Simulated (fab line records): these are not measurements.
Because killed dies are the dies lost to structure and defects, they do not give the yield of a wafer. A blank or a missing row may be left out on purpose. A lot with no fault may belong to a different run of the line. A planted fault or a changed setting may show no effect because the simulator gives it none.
Comparing a struck lot with a sound one	flow nand-harc	15 out of 1302 route steps
Sound: wafers L223.1, L223.2, L223.3. Struck: wafers L230.1, L230.2, L230.5. The cause comes at the end.
At each step with rows: each side's tool, then ch and its chambers, then its first start. Under that, the readings that differ: sound wafers	struck wafers	difference of the means	sigmas: that difference in standard deviations of wafers without a fault.
alike: readings with means less than 2 such deviations apart, plus words and numbers identical on both sides. not compared: withheld readings, readings lacking a value on some wafer, bounds such as >300 that could conceal the same value, and numbers that have no deviation in the record and whose values overlap.
A row with sigmas, a row that says differs or no value, or rows on one side alone: a step with any of these is where the two part. Non-overlapping numbers with no deviation appear without sigmas and do not part them. A reading missing from all wafers of one side parts the sides only when that side holds two or more wafers.

first, 4 steps without rows for these wafers: NHARC_A_M0_EBR_05; NHARC_A_M0_EXPOSE_06 (exposes mask A M0, target cd 80 nm); NHARC_A_M0_PEB_07 (peb time 65 s); NHARC_A_M0_DEVELOP_08 (develop time 35 s).
NHARC_A_M0_CD_MEAS_09 targets a cd of 80 nm.
  sound on cd-sem-02 ch 0, day 24 00:26; struck on cd-sem-01 ch 0, day 26 15:28
  alike: cd-nm
NHARC_A_M0_OVL_MEAS_10: pitch 160 nm.
  sound on overlay-01, day 24 00:31; struck on overlay-01, day 26 15:34
  alike: overlay-x-nm, overlay-y-nm
NHARC_A_M0_INSPECT_11:
  sound on defect-inspect-02, day 24 00:33; struck on defect-inspect-01, day 26 15:35
reading	sound	struck	difference	sigmas
raw-defect-count	17 16 18	92 83 85	+70	+2
NHARC_A_M0_DESCUM_14: chemistry O2, time 3 s.
  sound on rie-diel-10 ch 0,1,2, day 24 00:37; struck on rie-diel-10 ch 1,3, day 26 15:40
reading	sound	struck	difference	sigmas
oes-product-au (a.u.)	0.992 0.996 0.977	1.001 1.005 1.009	+0.017	+2
  alike: drypump-motor-current-A, rf-vpp-V, showerhead-plenum-p-Torr, throttle-valve-pct
  not compared: rf-hours-counter-h
NHARC_A_M0_ETCH_34: etches the open film in N2/H2, target depth 40 nm, overetch 12 nm, time 43.94 s.
  sound on rie-diel-10 ch 1,2,3, day 24 00:42; struck on rie-diel-10 ch 1,2, day 26 15:44
  alike: drypump-motor-current-A, oes-product-au, rf-vpp-V, showerhead-plenum-p-Torr, throttle-valve-pct
  not compared: rf-hours-counter-h
NHARC_A_M0_ETCH_15: etches the open film in C4F8/Ar, target depth 150 nm, overetch 15 nm, time 82.5 s.
  sound: rie-diel-10 ch 1,2,3; struck: rie-diel-10 ch 2,3
  alike: oes-product-au, rf-vpp-V
  not compared: rf-hours-counter-h
NHARC_A_M0_CD_MEAS_16:
  sound on cd-sem-01, day 24 00:55; struck on cd-sem-01, day 26 15:57
  alike: cd-nm
NHARC_A_M0_STRIP_18: strips in N2/H2.
  sound on rie-diel-01 ch 0,1,2, day 24 01:01; struck on rie-diel-10 ch 2,3, day 26 16:02
reading	sound	struck	difference	sigmas
oes-product-au (a.u.)	0.986 0.990 0.991	1.004 1.014 0.999	+0.017	+2
  alike: chamber-pressure-mTorr, drypump-motor-current-A, rf-vpp-V, showerhead-plenum-p-Torr, throttle-valve-pct
  not compared: rf-hours-counter-h
NHARC_A_M0_STRIP_19: strips in post etch residue remover, time 600 s.
  sound on wet-bench-03 ch 2,4,5, day 24 01:16; struck on wet-bench-04 ch 2,3,5, day 26 16:19
  no value came back on the struck wafers for bath-heat-duty-pct (%), run-length-s (s); on the sound wafers bath-heat-duty-pct (%) reads 13.4 12.4 10.1
NHARC_A_M0_DEGAS_28: time 60 s.
  sound on pvd-sputter-02, day 24 01:32; struck on pvd-sputter-03, day 26 16:35
  alike: heater-power-w, susceptor-temp-C
-- record jumps: 2 days between struck wafers' starts before vs after; left off in module A_M0, resumes in module END, first step shown is number 1302 of the route --
NHARC_END_SORT_01:
  sound on prober-02 ch 0, day 25 18:05; struck on prober-01 ch 0, day 29 00:11
reading	sound	struck	difference	sigmas
defect-limited-yield (%)	96.0 96.2 96.3	88.3 90.1 89.4	-6.9	-3
killed-at-array	24 23 22	73 65 66	+45	+3
killed-dies	27 26 25	79 67 72	+47	+3
  alike: killed-at-other, killed-at-periphery, killed-open, killed-short

== WHERE THEY PART ==
First at NHARC_A_M0_INSPECT_11; last, within this record, at NHARC_END_SORT_01.

WHY: what had been put in by the simulator
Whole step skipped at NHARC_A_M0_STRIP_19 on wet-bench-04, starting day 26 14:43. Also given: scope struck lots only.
